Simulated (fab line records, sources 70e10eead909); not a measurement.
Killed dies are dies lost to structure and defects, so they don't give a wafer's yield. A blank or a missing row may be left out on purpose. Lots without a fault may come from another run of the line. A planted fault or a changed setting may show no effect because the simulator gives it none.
fab line records | flow nand_harc
record lots=13 wafers=38 last_day=34
route steps=1302 shown P_CONTACT@237 P_M0@258 END@1302
lots that met no fault: from a run of the same line without faults
start_h: hours from the record's first day to the start of the lot's first wafer shown | wait_h: hours since the lot's step before | " the same as in the row above | L1.1+2: a row that stands for several wafers | - no value, or no start given | * or withheld: withheld | < > ~ a bound
route shown NAME@n: a module of which the file shows steps, and the number in the route of the first | usual: mean/standard deviation of fault-free wafers | same: alike in all rows | chamber/n: place in a boat | sites: the reading at each site | _std_site: their standard deviation | _edge_site: outer sites' mean less inner sites' | radius_mm: how far each site lies from the wafer's centre | mask NAME#n: copy n | behind: the tool/chamber that last shaped the wafer | hold: why the lot was held/for how many hours/how that ended | device: the transistor (n, p or np) that didn't switch | end of line: the same wafers' tests at the end of the route | a step without rows: its recipe alone | killed: dies lost to structure and defects at the first sort, not the wafer's yield | map: a wafer's dies, x killed, . not, _ none there
set.NAME: the setting as run; set.NAME@STEP: as run at that earlier step | model.NAME: the simulator's own value behind a step, which no gauge read
steps of the route over a sample of lots; a table a step, a row a wafer
services: from which hour (start_h, from the record's first day; less than 0 if before it) a tool's chamber was out of use, for how many hours, and why
## steps
# step NHARC_P_CONTACT_ETCH_36
# recipe target_depth_a=2600 over_etch_frac=0.25 time_s=406.25 ion_energy_ev=200 n2_flow_sccm=150 h2_flow_sccm=150 ar_flow_sccm=0 rf_w=400 bias_w=150 chemistry=N2/H2
# usual drypump_motor_current_A=5.8/0.38 oes_product_au=1.002/0.0086 rf_vpp_V=431.1/2.3 showerhead_plenum_p_Torr=2.06/0.076 throttle_valve_pct=14.173/0.0098
# columns lot.wafer tool chamber start_h wait_h drypump_motor_current_A oes_product_au rf_hours_counter_h rf_vpp_V showerhead_plenum_p_Torr throttle_valve_pct
L534.3 rie_diel-05 3 - - 6.0 0.985 1.9 430.4 2.02 14.201
L534.5 " 0 " " 5.4 1.013 - 434.1 2.13 14.178
L534.6 " 1 " " 5.2 0.995 - 432.0 2.11 14.181
L536.1 rie_diel-07 1 - - 5.8 1.005 0.6 428.1 1.97 14.164
L536.3 " 2 " " 6.1 0.990 0.7 430.9 2.06 14.185
L536.2 " 3 " " 6.5 0.995 0.7 430.8 2.07 14.170
L537.1 rie_diel-05 3 - - 6.0 0.998 3.1 428.9 2.02 14.176
L537.4 " 1 " " 5.2 0.991 2.8 433.3 2.11 14.170
L537.2 " 2 " " 5.4 1.001 2.6 435.4 2.20 14.163
L538.2 rie_diel-07 0 - - 5.7 0.998 1.3 428.2 1.97 14.180
L538.5 " 1 " " 5.9 1.000 - 429.8 1.96 14.167
L538.6 " 2 " " 6.1 1.000 - 431.3 2.06 14.174
L539.4 rie_diel-01 0 - - 6.1 0.995 8.7 431.6 2.08 14.161
L539.3 " 1 " " 5.2 0.994 9.3 430.5 2.06 14.181
L539.5 " 0 " " 6.1 1.012 - 431.8 2.08 14.157
L541.4 rie_diel-07 3 - - 6.5 1.005 2.0 432.2 2.07 14.170
L541.1 " 1 " " 5.9 1.011 2.1 428.4 1.96 14.175
L541.5 " 2 " " 6.1 1.003 - 431.5 2.06 14.182
L543.2 rie_diel-07 1 - - 5.8 1.012 2.5 427.1 1.96 14.182
L543.6 " 0 " " 5.8 1.007 - 427.4 1.97 14.183
L543.5 " 1 " " 5.9 1.005 - 428.9 1.96 14.164
L542.4 rie_diel-01 2 - - 6.1 0.989 0.8 425.7 1.90 14.184
L542.3 " 3 " " 5.9 0.998 0.7 430.3 2.04 14.177
L542.2 " 0 " " 6.1 1.018 0.5 431.8 2.08 14.182
L550.2 rie_diel-07 1 - - 5.9 1.006 4.8 429.2 1.96 14.157
L550.3 " 0 " " 5.8 1.011 4.5 427.5 1.97 14.166
L552.4 rie_diel-05 3 - - 6.0 0.991 2.2 430.8 2.02 14.175
L552.3 " 1 " " 5.2 1.005 2.0 433.8 2.11 14.161
L552.2 " 2 " " 5.5 1.006 2.0 433.6 2.20 14.189
L553.2 rie_diel-01 3 - - 6.0 1.002 5.2 431.4 2.04 14.175
L553.3 " 2 " " 6.1 1.001 5.2 426.8 1.89 14.161
L553.5 " 3 " " 6.0 1.003 - 430.6 2.04 14.163
L555.2 rie_diel-05 1 - - 5.2 1.005 2.9 431.7 2.11 14.186
L555.4 " 3 " " 6.0 0.991 3.3 430.1 2.02 14.181
L555.5 " 0 " " 5.5 1.006 - 432.7 2.13 14.168
L556.3 rie_diel-05 2 - - 5.4 1.012 3.4 434.5 2.20 14.181
L556.1 " 3 " " 6.0 1.000 3.6 430.3 2.02 14.164
L556.4 " 0 " " 5.5 1.007 3.4 432.9 2.13 14.178
# step NHARC_P_CONTACT_CD_MEAS_19
# usual cd_nm=89.7/1.7
# columns lot.wafer tool chamber start_h wait_h cd_nm
L534.3 cd_sem-01 - 133.15 - 89.1
L534.5 " - " " 91.1
L534.6 " - " " 88.0
L536.1 cd_sem-01 - 148.88 - 88.4
L536.2 " - " " 88.8
L536.3 " - " " 88.5
L537.1 cd_sem-03 - 159.07 - 88.1
L537.2 " - " " 88.5
L537.4 " - " " 91.9
L538.2 cd_sem-03 - 183.43 - 90.4
L538.5 " - " " 88.8
L538.6 " - " " 89.7
L539.3 cd_sem-03 - 195.04 - 91.5
L539.4 " - " " 90.2
L539.5 " - " " 92.0
L541.1 cd_sem-03 - 205.26 - 90.6
L541.4 " - " " 90.3
L541.5 " - " " 91.5
L543.2 cd_sem-01 - 217.44 - 91.5
L543.5 " - " " 90.5
L543.6 " - " " 92.5
L542.2 cd_sem-02 - 218.16 - 90.0
L542.3 " - " " 91.4
L542.4 " - " " 90.6
L550.2 cd_sem-01 - 285.89 - 89.3
L550.3 " - " " 89.6
L552.2 cd_sem-03 - 315.12 - 90.8
L552.3 " - " " 89.6
L552.4 " - " " 87.6
L553.2 cd_sem-01 - 319.12 - 89.5
L553.3 " - " " 89.4
L553.5 " - " " 90.8
L555.2 cd_sem-03 - 338.89 - 88.6
L555.4 " - " " 87.5
L555.5 " - " " 90.1
L556.1 cd_sem-01 - 346.02 - 88.4
L556.3 " - " " 90.2
L556.4 " - " " 88.6
# step NHARC_P_M0_SOFTBAKE_04
# recipe temp_c=105 time_s=55
# usual heater_power_total_W=188.45/0.15
# columns lot.wafer tool chamber start_h wait_h heater_power_total_W
L534.3 litho_track-01 0 135 - 188.41
L534.5 " 0 " " 188.27
L534.6 " 0 " " 188.23
L536.1 litho_track-04 0 151 - 188.33
L536.2 " 0 " " 188.32
L536.3 " 0 " " 188.63
L537.1 litho_track-04 0 161 - 188.31
L537.2 " 0 " " 188.29
L537.4 " 0 " " 188.38
L538.2 litho_track-06 0 186 - 188.28
L538.5 " 0 " " 188.41
L538.6 " 0 " " 188.28
L539.3 litho_track-04 0 197 - 188.33
L539.4 " 0 " " 188.30
L539.5 " 0 " " 188.58
L541.1 litho_track-06 0 207 - 188.37
L541.4 " 0 " " 188.38
L541.5 " 0 " " 188.71
L543.2 litho_track-01 0 220 - 188.38
L543.5 " 0 " " 188.65
L543.6 " 0 " " 188.48
L542.2 litho_track-06 0 220 - 188.30
L542.3 " 0 " " 188.85
L542.4 " 0 " " 188.49
L550.2 litho_track-04 0 288 - 285.25
L550.3 " 0 " " 285.28
L552.2 litho_track-04 0 317 - 285.22
L552.3 " 0 " " 285.13
L552.4 " 0 " " 285.29
L553.2 litho_track-01 0 321 - 188.39
L553.3 " 0 " " 188.40
L553.5 " 0 " " 188.26
L555.2 litho_track-06 0 341 - 188.57
L555.4 " 0 " " 188.47
L555.5 " 0 " " 188.45
L556.1 litho_track-06 0 348 - 188.48
L556.3 " 0 " " 188.48
L556.4 " 0 " " 188.32
# step NHARC_P_M0_ETCH_15
# recipe target_depth_a=1500 overetch_a=150 time_s=82.5 c4f8_flow_sccm=withheld ar_flow_sccm=400 rf_w=600 bias_w=300 chemistry=C4F8/Ar
# usual oes_product_au=0.955/0.022 rf_vpp_V=440.1/1.6
# columns lot.wafer tool chamber start_h wait_h oes_product_au rf_hours_counter_h rf_vpp_V
L534.3 rie_diel-08 0 - - 0.979 19 438.6
L534.6 " 2 " " 0.950 - 439.5
L534.5 " 3 " " 0.986 - 440.9
L536.3 rie_diel-08 1 - - 0.968 25 440.1
L536.1 " 2 " " 0.978 20 440.5
L536.2 " 3 " " 0.985 21 440.0
L537.1 rie_diel-08 3 - - 0.982 22 437.8
L537.2 " 0 " " 0.967 23 439.4
L537.4 " 1 " " 0.958 27 439.7
L538.2 rie_diel-08 1 - - 0.985 28 439.7
L538.6 " 3 " " 0.962 - 439.2
L538.5 " 0 " " 0.985 - 438.8
L539.3 rie_diel-03 0 - - 0.964 25 441.5
L539.4 " 1 " " 0.969 22 436.7
L539.5 " 0 " " 0.976 - 440.7
L541.1 rie_diel-02 2 - - 0.923 34 441.2
L541.4 " 1 " " 0.911 47 436.3
L541.5 " 2 " " 0.924 - 440.3
L543.2 rie_diel-08 0 - - 0.944 6 440.0
L543.5 " 1 " " 0.946 - 438.9
L543.6 " 2 " " 0.970 - 440.9
L542.4 rie_diel-08 2 - - 0.952 4 439.5
L542.2 " 3 " " 0.954 5 439.9
L542.3 " 0 " " 0.935 7 440.7
L550.2 rie_diel-08 2 - - 0.959 14 440.1
L550.3 " 0 " " 0.971 19 440.0
L552.4 rie_diel-08 0 - - 0.973 25 438.4
L552.2 " 1 " " 0.973 21 439.0
L552.3 " 2 " " 0.958 21 440.3
L553.2 rie_diel-02 0 - - 0.910 36 441.5
L553.3 " 1 " " 0.908 34 445.0
L553.5 " 2 " " 0.915 - 441.1
L555.4 rie_diel-03 2 - - 0.967 15 440.5
L555.2 " 0 " " 0.943 14 440.4
L555.5 " 2 " " 0.972 - 440.6
L556.3 rie_diel-02 0 - - 0.915 40 443.4
L556.4 " 2 " " 0.919 37 441.6
L556.1 " 3 " " 0.931 37 438.8
# step NHARC_END_SORT_01
# recipe temp_c=25
# usual defect_limited_yield=89.9/2.7 killed_at_array=64/18 killed_at_other=0.8/1.1 killed_at_periphery=3.8/2.7 killed_dies=68/18 killed_open=3.3/1.9 killed_short=2.3/1.8
# same gross_dies=677
# columns lot.wafer tool chamber start_h wait_h defect_limited_yield[%] killed_at_array killed_at_other killed_at_periphery killed_dies killed_open killed_short
L534.3 prober-02 0 586.30 3.1 94.2 39 0 0 39 1 0
L534.5 prober-02 0 587.89 3.7 94.4 36 0 2 38 1 4
L534.6 prober-02 0 588.69 4.0 91.9 54 0 1 55 4 4
L536.1 prober-01 0 592.45 2.5 86.4 86 2 4 92 3 1
L536.2 prober-01 0 593.25 2.8 88.2 72 1 7 80 2 2
L536.3 prober-01 0 594.05 3.1 86.1 87 0 7 94 1 0
L537.1 prober-01 0 615.72 2.5 87.7 80 0 3 83 2 2
L537.2 prober-01 0 616.51 2.8 87.1 85 1 1 87 1 0
L537.4 prober-01 0 618.11 3.4 86.3 92 0 1 93 4 4
L538.2 prober-02 0 616.57 2.8 91.3 56 0 3 59 4 3
L538.5 prober-02 0 619.00 3.7 89.8 65 2 2 69 1 2
L538.6 prober-02 0 619.81 4.1 91.0 59 0 2 61 2 0
L539.3 prober-01 0 642.29 3.1 88.8 62 3 11 76 2 1
L539.4 prober-01 0 643.09 3.4 88.9 63 3 9 75 8 2
L539.5 prober-01 0 643.90 3.7 89.5 65 4 2 71 4 4
L542.2 prober-01 0 663.41 2.8 86.1 88 0 6 94 4 3
L542.3 prober-01 0 664.21 3.1 87.7 79 0 4 83 2 3
L542.4 prober-01 0 665.02 3.4 86.6 84 1 6 91 7 0
L541.1 prober-02 0 665.72 2.5 89.4 71 0 1 72 3 1
L541.4 prober-02 0 668.07 3.4 87.7 82 1 0 83 3 3
L541.5 prober-02 0 668.86 3.6 88.5 72 1 5 78 4 2
L543.2 prober-01 0 675.36 2.8 89.5 71 0 0 71 3 3
L543.5 prober-01 0 677.74 3.7 91.6 53 0 4 57 3 0
L543.6 prober-01 0 678.53 4.0 91.1 56 0 4 60 3 1
L550.2 prober-02 0 736.77 2.8 90.1 64 0 3 67 3 2
L550.3 prober-02 0 737.57 3.1 90.3 66 0 0 66 2 0
L553.2 prober-02 0 771.52 2.8 89.7 65 2 3 70 2 3
L553.3 prober-02 0 772.32 3.1 92.0 48 2 4 54 5 1
L553.5 prober-02 0 773.91 3.7 91.7 49 2 5 56 5 0
L552.2 prober-01 0 779.81 2.8 91.3 51 4 4 59 4 3
L552.3 prober-01 0 780.61 3.1 88.9 65 4 6 75 4 5
L552.4 prober-01 0 781.41 3.4 90.1 63 0 4 67 4 1
L555.2 prober-02 0 779.82 2.8 93.5 34 0 10 44 5 2
L555.4 prober-02 0 781.41 3.4 93.9 30 0 11 41 5 1
L555.5 prober-02 0 782.21 3.7 95.3 25 0 7 32 5 2
L556.1 prober-01 0 807.80 2.5 84.5 99 1 5 105 6 2
L556.3 prober-01 0 809.42 3.1 87.9 81 0 1 82 5 1
L556.4 prober-01 0 810.23 3.4 87.9 79 0 3 82 4 2
# killed by level:class
L534.3 A_CHANNEL_HOLE_D2:chamber_film_flake=32 A_CONTACT:chamber_film_flake=3 A_DECK1_JOINT:chamber_film_flake=2 A_BLC:geometric_particle:open=1 A_STAIRCASE:chamber_film_flake=1
L534.5 A_CHANNEL_HOLE_D2:chamber_film_flake=26 A_STAIRCASE:chamber_film_flake=3 A_ONON_D2:geometric_particle:short=2 P_M1:geometric_particle:open=1 A_CHANNEL_FILL_D1:geometric_particle:short=1 A_DECK1_JOINT:geometric_particle:short=1 P_CONTACT:chamber_film_flake=1 A_CHANNEL_HOLE_D1:chamber_film_flake=1
L534.6 A_CHANNEL_HOLE_D2:chamber_film_flake=35 A_STAIRCASE:chamber_film_flake=4 A_CHANNEL_HOLE_D1:chamber_film_flake=3 A_SGD_CUT:geometric_particle:open=2 A_WL_FILL:geometric_particle:short=2 A_DECK1_JOINT:chamber_film_flake=2 P_M0:geometric_particle:open=1 A_CHANNEL_HOLE_D2:geometric_particle:short=1
L536.1 A_CHANNEL_HOLE_D1:chamber_film_flake=27 A_SLIT:chamber_film_flake=26 A_CHANNEL_HOLE_D2:chamber_film_flake=21 A_STAIRCASE:chamber_film_flake=4 A_CONTACT:chamber_film_flake=3 P_ZERO_WELL:chamber_film_flake=2 A_CHANNEL_FILL_D2:chamber_film_flake=2 A_CHANNEL_FILL_D2:geometric_particle:short=1
L536.2 A_SLIT:chamber_film_flake=24 A_CHANNEL_HOLE_D2:chamber_film_flake=22 A_CHANNEL_HOLE_D1:chamber_film_flake=20 A_STAIRCASE:chamber_film_flake=3 A_CONTACT:chamber_film_flake=3 P_M0:geometric_particle:open=2 P_STI:chamber_film_flake=2 P_GATE:chamber_film_flake=2
L536.3 A_CHANNEL_HOLE_D2:chamber_film_flake=32 A_SLIT:chamber_film_flake=27 A_CHANNEL_HOLE_D1:chamber_film_flake=25 P_STI:chamber_film_flake=5 A_CONTACT:chamber_film_flake=3 P_CONTACT:geometric_particle:open=1 P_ZERO_WELL:chamber_film_flake=1
L537.1 A_SLIT:chamber_film_flake=28 A_CHANNEL_HOLE_D2:chamber_film_flake=26 A_CHANNEL_HOLE_D1:chamber_film_flake=14 A_STAIRCASE:chamber_film_flake=4 A_CONTACT:chamber_film_flake=4 A_ONON_D1:geometric_particle:open=1 A_ONON_D2:geometric_particle:short=1 A_CHANNEL_HOLE_D2:geometric_particle:open=1
L537.2 A_CHANNEL_HOLE_D2:chamber_film_flake=27 A_SLIT:chamber_film_flake=25 A_CHANNEL_HOLE_D1:chamber_film_flake=22 A_CONTACT:chamber_film_flake=5 A_STAIRCASE:chamber_film_flake=3 A_M1:geometric_particle:open=1 P_GATE:chamber_film_flake=1 A_DECK1_JOINT:chamber_film_flake=1
L538.2 A_SLIT:chamber_film_flake=27 A_STAIRCASE:chamber_film_flake=8 A_CHANNEL_HOLE_D2:chamber_film_flake=6 A_CONTACT:chamber_film_flake=5 A_CHANNEL_HOLE_D1:chamber_film_flake=3 P_ZERO_WELL:chamber_film_flake=2 P_M2:geometric_particle:open=1 A_ONON_D1:geometric_particle:short=1
L537.4 A_CHANNEL_HOLE_D2:chamber_film_flake=29 A_SLIT:chamber_film_flake=29 A_CHANNEL_HOLE_D1:chamber_film_flake=23 A_CHANNEL_HOLE_D1:geometric_particle:open=2 P_M0:geometric_particle:open=1 A_ONON_D1:geometric_particle:open=1 A_CHANNEL_HOLE_D1:geometric_particle:short=1 A_ONON_D2:geometric_particle:short=1
L538.5 A_SLIT:chamber_film_flake=27 A_CHANNEL_HOLE_D2:chamber_film_flake=14 A_STAIRCASE:chamber_film_flake=7 A_CHANNEL_HOLE_D1:chamber_film_flake=6 A_CONTACT:chamber_film_flake=6 THIN_TSV:chamber_film_flake=2 P_CONTACT:geometric_particle:short=1 A_SGD_CUT:geometric_particle:open=1
L538.6 A_SLIT:chamber_film_flake=26 A_CHANNEL_HOLE_D2:chamber_film_flake=16 A_STAIRCASE:chamber_film_flake=6 A_CONTACT:chamber_film_flake=3 A_WL_FILL:chamber_film_flake=3 A_CHANNEL_HOLE_D1:chamber_film_flake=2 A_M0:geometric_particle:open=1 A_M1:geometric_particle:open=1
L539.3 A_CHANNEL_HOLE_D1:chamber_film_flake=32 A_CHANNEL_HOLE_D2:chamber_film_flake=19 A_CONTACT:chamber_film_flake=5 P_GATE:chamber_film_flake=3 P_M0:chamber_film_flake=3 P_BONDPAD:chamber_film_flake=3 A_BONDPAD:chamber_film_flake=2 THIN_TSV:chamber_film_flake=2
L539.4 A_CHANNEL_HOLE_D1:chamber_film_flake=36 A_CHANNEL_HOLE_D2:chamber_film_flake=11 P_GATE:chamber_film_flake=7 A_SLIT:chamber_film_flake=5 A_ONON_D1:geometric_particle:open=2 A_WL_FILL:geometric_particle:open=2 P_CONTACT:geometric_particle:open=1 P_M0:geometric_particle:open=1
L539.5 A_CHANNEL_HOLE_D1:chamber_film_flake=33 A_CHANNEL_HOLE_D2:chamber_film_flake=9 A_SLIT:chamber_film_flake=5 HYBRID_BOND:chamber_film_flake=3 A_CHANNEL_FILL_D1:geometric_particle:short=2 A_ONON_D2:geometric_particle:open=2 A_WL_FILL:geometric_particle:short=2 A_STAIRCASE:chamber_film_flake=2
L542.2 A_CHANNEL_HOLE_D1:chamber_film_flake=41 A_SLIT:chamber_film_flake=27 A_ZERO_WELL:chamber_film_flake=4 A_BLC:chamber_film_flake=4 A_CONTACT:chamber_film_flake=3 A_WL_FILL:geometric_particle:short=2 P_ZERO_WELL:chamber_film_flake=2 A_CHANNEL_FILL_D2:chamber_film_flake=2
L542.3 A_CHANNEL_HOLE_D1:chamber_film_flake=31 A_SLIT:chamber_film_flake=30 A_CONTACT:chamber_film_flake=4 P_ZERO_WELL:chamber_film_flake=3 A_CHANNEL_HOLE_D2:chamber_film_flake=3 A_STAIRCASE:chamber_film_flake=3 A_WL_FILL:geometric_particle:short=2 A_CHANNEL_FILL_D1:geometric_particle:open=1
L542.4 A_SLIT:chamber_film_flake=38 A_CHANNEL_HOLE_D1:chamber_film_flake=25 A_ZERO_WELL:chamber_film_flake=4 A_CHANNEL_FILL_D2:chamber_film_flake=3 A_BLC:chamber_film_flake=3 A_CHANNEL_FILL_D1:geometric_particle:open=2 A_ONON_D2:geometric_particle:open=2 P_ZERO_WELL:chamber_film_flake=2
L541.1 A_SLIT:chamber_film_flake=31 A_CHANNEL_HOLE_D1:chamber_film_flake=28 A_CHANNEL_FILL_D2:geometric_particle:open=2 A_DECK1_JOINT:chamber_film_flake=2 A_CHANNEL_HOLE_D2:chamber_film_flake=2 A_CONTACT:chamber_film_flake=2 A_BLC:chamber_film_flake=2 P_GATE:geometric_particle:open=1
L541.4 A_SLIT:chamber_film_flake=38 A_CHANNEL_HOLE_D1:chamber_film_flake=27 A_CONTACT:chamber_film_flake=5 A_WL_FILL:chamber_film_flake=3 A_ONON_D1:geometric_particle:short=1 A_CHANNEL_FILL_D1:geometric_particle:open=1 A_ONON_D2:geometric_particle:short=1 A_CONTACT:geometric_particle:short=1
L541.5 A_CHANNEL_HOLE_D1:chamber_film_flake=33 A_SLIT:chamber_film_flake=25 A_CHANNEL_HOLE_D2:unspecified=4 P_GATE:chamber_film_flake=2 A_BLC:chamber_film_flake=2 P_STI:geometric_particle:short=1 P_CONTACT:geometric_particle:open=1 A_CHANNEL_HOLE_D1:geometric_particle:open=1
L543.2 A_SLIT:chamber_film_flake=40 A_CHANNEL_HOLE_D2:chamber_film_flake=12 A_STAIRCASE:chamber_film_flake=4 A_M0:geometric_particle:open=2 A_DECK1_JOINT:chamber_film_flake=2 A_WL_FILL:chamber_film_flake=2 A_CHANNEL_FILL_D1:geometric_particle:short=1 A_CHANNEL_FILL_D2:geometric_particle:open=1
L543.5 A_SLIT:chamber_film_flake=25 A_CHANNEL_HOLE_D2:chamber_film_flake=16 A_CHANNEL_HOLE_D1:chamber_film_flake=4 A_STAIRCASE:chamber_film_flake=4 P_CONTACT:geometric_particle:open=2 A_BLC:chamber_film_flake=2 P_M2:geometric_particle:open=1 P_ZERO_WELL:chamber_film_flake=1
L543.6 A_SLIT:chamber_film_flake=26 A_CHANNEL_HOLE_D2:chamber_film_flake=12 A_CHANNEL_HOLE_D1:chamber_film_flake=8 A_CONTACT:chamber_film_flake=3 P_GATE:chamber_film_flake=2 A_BLC:chamber_film_flake=2 P_GATE:geometric_particle:open=1 A_CHANNEL_FILL_D1:geometric_particle:open=1
L550.2 A_CHANNEL_HOLE_D1:chamber_film_flake=32 A_CHANNEL_HOLE_D2:chamber_film_flake=19 A_SLIT:chamber_film_flake=5 A_STAIRCASE:chamber_film_flake=3 P_M0:geometric_particle:open=2 A_WL_FILL:chamber_film_flake=2 P_CONTACT:geometric_particle:short=1 A_ONON_D1:geometric_particle:short=1
L550.3 A_CHANNEL_HOLE_D1:chamber_film_flake=27 A_CHANNEL_HOLE_D2:chamber_film_flake=27 A_SLIT:chamber_film_flake=5 A_STAIRCASE:chamber_film_flake=2 A_M0:chamber_film_flake=2 A_ONON_D1:geometric_particle:open=1 A_CHANNEL_FILL_D1:geometric_particle:open=1 A_DECK1_JOINT:chamber_film_flake=1
L553.2 A_SLIT:chamber_film_flake=35 A_CHANNEL_HOLE_D1:chamber_film_flake=12 A_STAIRCASE:chamber_film_flake=5 A_M0:chamber_film_flake=3 A_CHANNEL_HOLE_D2:chamber_film_flake=2 THIN_TSV:chamber_film_flake=2 A_CHANNEL_FILL_D1:geometric_particle:open=1 A_CHANNEL_HOLE_D2:geometric_particle:short=1
L553.3 A_SLIT:chamber_film_flake=23 A_CHANNEL_HOLE_D1:chamber_film_flake=12 A_STAIRCASE:chamber_film_flake=4 P_M2:chamber_film_flake=2 A_WL_FILL:chamber_film_flake=2 THIN_TSV:chamber_film_flake=2 A_ONON_D1:geometric_particle:open=1 A_DECK1_JOINT:geometric_particle:open=1
L553.5 A_SLIT:chamber_film_flake=21 A_CHANNEL_HOLE_D1:chamber_film_flake=9 A_STAIRCASE:chamber_film_flake=8 P_M2:chamber_film_flake=3 A_CONTACT:chamber_film_flake=3 A_ONON_D2:geometric_particle:open=2 A_WL_FILL:chamber_film_flake=2 THIN_TSV:chamber_film_flake=2
L552.2 A_SLIT:chamber_film_flake=25 A_CHANNEL_HOLE_D1:chamber_film_flake=10 A_STAIRCASE:chamber_film_flake=6 A_CONTACT:chamber_film_flake=4 THIN_TSV:chamber_film_flake=3 P_CONTACT:geometric_particle:open=1 A_CHANNEL_FILL_D1:geometric_particle:open=1 A_DECK1_JOINT:geometric_particle:short=1
L555.2 P_GATE:chamber_film_flake=9 A_SLIT:chamber_film_flake=9 A_STAIRCASE:chamber_film_flake=5 A_M1:chamber_film_flake=5 A_CONTACT:chamber_film_flake=3 A_DECK1_JOINT:chamber_film_flake=3 A_M0:geometric_particle:open=2 A_ZERO_WELL:chamber_film_flake=2
L552.3 A_SLIT:chamber_film_flake=32 A_CHANNEL_HOLE_D1:chamber_film_flake=15 A_CONTACT:chamber_film_flake=9 THIN_TSV:chamber_film_flake=4 A_STAIRCASE:chamber_film_flake=2 P_GATE:geometric_particle:short=1 P_M0:geometric_particle:short=1 A_SOURCE_PLATE:geometric_particle:open=1
L552.4 A_SLIT:chamber_film_flake=34 A_CHANNEL_HOLE_D1:chamber_film_flake=15 A_CONTACT:chamber_film_flake=8 A_CHANNEL_HOLE_D2:chamber_film_flake=3 P_BONDPAD:chamber_film_flake=2 P_GATE:geometric_particle:open=1 P_M1:geometric_particle:open=1 A_WL_FILL:geometric_particle:short=1
L555.4 A_SLIT:chamber_film_flake=10 A_CONTACT:chamber_film_flake=9 P_GATE:chamber_film_flake=8 P_M0:geometric_particle:open=3 A_STAIRCASE:chamber_film_flake=3 A_CHANNEL_FILL_D1:geometric_particle:open=2 A_CHANNEL_HOLE_D1:chamber_film_flake=2 A_M1:chamber_film_flake=2
L555.5 A_SLIT:chamber_film_flake=10 P_GATE:chamber_film_flake=5 A_STAIRCASE:chamber_film_flake=2 A_WL_FILL:chamber_film_flake=2 A_CONTACT:chamber_film_flake=2 P_M0:geometric_particle:open=1 P_M2:geometric_particle:open=1 A_CHANNEL_FILL_D1:geometric_particle:short=1
L556.1 A_CHANNEL_HOLE_D2:chamber_film_flake=29 A_CHANNEL_HOLE_D1:chamber_film_flake=20 A_SLIT:chamber_film_flake=20 A_STAIRCASE:chamber_film_flake=10 A_CONTACT:chamber_film_flake=7 A_SGD_CUT:chamber_film_flake=3 A_CHANNEL_FILL_D2:geometric_particle:open=2 A_WL_FILL:chamber_film_flake=2
L556.3 A_SLIT:chamber_film_flake=25 A_CHANNEL_HOLE_D2:chamber_film_flake=18 A_CHANNEL_HOLE_D1:chamber_film_flake=10 A_STAIRCASE:chamber_film_flake=7 A_CONTACT:chamber_film_flake=7 A_BONDPAD:chamber_film_flake=4 A_CHANNEL_FILL_D1:chamber_film_flake=2 A_SGD_CUT:chamber_film_flake=2
L556.4 A_SLIT:chamber_film_flake=24 A_CHANNEL_HOLE_D1:chamber_film_flake=13 A_CHANNEL_HOLE_D2:chamber_film_flake=11 A_CONTACT:chamber_film_flake=11 A_STAIRCASE:chamber_film_flake=8 P_M2:chamber_film_flake=2 A_SGD_CUT:chamber_film_flake=2 A_WL_FILL:chamber_film_flake=2
## services
# columns tool chamber start_h hours kind
rie_diel-07 3 110.02 12.0 repair
rie_diel-07 - 117.20 9.0 pm
rie_diel-01 3 141.34 2.0 repair
litho_track-01 - 155.00 7.0 pm
rie_diel-02 0 156.25 9.1 repair
rie_diel-02 1 166.55 2.4 repair
rie_diel-02 3 176.76 7.7 repair
litho_track-06 - 179.00 7.0 pm
rie_diel-08 - 190.80 9.0 pm
rie_diel-05 3 199.70 7.9 repair
rie_diel-02 0 202.13 1.4 repair
litho_track-04 - 203.00 7.0 pm
rie_diel-01 - 203.81 9.0 pm
rie_diel-05 0 212.49 5.1 repair
rie_diel-05 - 213.32 3.8 repair
rie_diel-02 - 217.39 9.0 pm
rie_diel-05 - 229.72 9.0 pm
rie_diel-05 2 254.99 14.3 repair
rie_diel-05 1 256.78 10.2 repair
rie_diel-08 2 260.28 2.6 repair
rie_diel-01 2 270.54 7.7 repair
rie_diel-05 1 281.46 3.8 repair
rie_diel-08 3 288.38 12.3 repair
rie_diel-07 - 294.20 9.0 pm
## key
first_sign step=NHARC_P_M0_SOFTBAKE_04 reading=heater_power_total_W direction=up sigmas=99+ usual=* struck=*
effect none on later readings
met_at NHARC_P_M0_SOFTBAKE_04
struck_lots L550,L552
loop_trim step=NHARC_P_M0_EXPOSE_06 setting=dose lots=L552
not_acting_at NHARC_P_CONTACT_ETCH_36,NHARC_P_CONTACT_CD_MEAS_19,NHARC_P_M0_ETCH_15
onset_between 197 288
fault kind=process_parameter_drift tool=litho_track-04 chamber=- onset_h=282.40 steps=NHARC_P_M0_SOFTBAKE_04 channel=time_s offset=* shape=step end_h=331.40 acts_in=* stated=*
# loop_trim: a control loop set the setting to another value than it would have without faults
